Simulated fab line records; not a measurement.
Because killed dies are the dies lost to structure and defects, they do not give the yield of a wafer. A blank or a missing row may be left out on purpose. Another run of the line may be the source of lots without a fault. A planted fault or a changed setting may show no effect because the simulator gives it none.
Chamber matching / flow nand_harc / NHARC_A_BLC_STRIP_29 on rie_diel-09 has 4 sister chambers
The step strips in CF4. 4 wafers are shown with their chamber, then 12 later ones without.

== WAFERS WITH THEIR CHAMBER ==
wafer=L082.6; chamber=0; showerhead_plenum_p_Torr (Torr)=1.81
wafer=L091.1; chamber=1; showerhead_plenum_p_Torr (Torr)=1.75
wafer=L091.5; chamber=2; showerhead_plenum_p_Torr (Torr)=1.87
wafer=L091.6; chamber=3; showerhead_plenum_p_Torr (Torr)=1.67

== WAFERS MISSING THEIR CHAMBER ==
wafer=L085.2; showerhead_plenum_p_Torr (Torr)=1.67
wafer=L085.4; showerhead_plenum_p_Torr (Torr)=1.81
wafer=L085.6; showerhead_plenum_p_Torr (Torr)=1.75
wafer=L089.1; showerhead_plenum_p_Torr (Torr)=1.67
wafer=L089.2; showerhead_plenum_p_Torr (Torr)=1.81
wafer=L089.4; showerhead_plenum_p_Torr (Torr)=1.75
wafer=L094.1; showerhead_plenum_p_Torr (Torr)=1.86
wafer=L094.2; showerhead_plenum_p_Torr (Torr)=1.75
wafer=L094.6; showerhead_plenum_p_Torr (Torr)=1.81
wafer=L095.1; showerhead_plenum_p_Torr (Torr)=1.86
wafer=L095.2; showerhead_plenum_p_Torr (Torr)=1.75
wafer=L095.3; showerhead_plenum_p_Torr (Torr)=1.67

== EACH ONE'S CHAMBER ==
wafer=L085.2; from the rows above=3; in truth=3
wafer=L085.4; from the rows above=0; in truth=0
wafer=L085.6; from the rows above=1; in truth=1
wafer=L089.1; from the rows above=3; in truth=3
wafer=L089.2; from the rows above=0; in truth=0
wafer=L089.4; from the rows above=1; in truth=1
wafer=L094.1; from the rows above=2; in truth=2
wafer=L094.2; from the rows above=1; in truth=1
wafer=L094.6; from the rows above=0; in truth=0
wafer=L095.1; from the rows above=2; in truth=2
wafer=L095.2; from the rows above=1; in truth=1
wafer=L095.3; from the rows above=3; in truth=3
12 of 12 placed correctly. Left unplaced by these rows: 0. Wrongly placed: 0.
How it was worked out, from the rows above alone: a wafer's distance from a chamber is the root of the sum, over the readings, of the square of ((its reading less the chamber's mean) divided by the reading's scatter). If the next closest chamber is less than 2 further off than the closest, the wafer can't be placed; otherwise it belongs to the closest. A chamber's mean is the mean of its shown wafers. The scatter (one wafer shown for each chamber): square how far every hidden wafer sits from the nearest shown wafer, average those squares and take the square root.
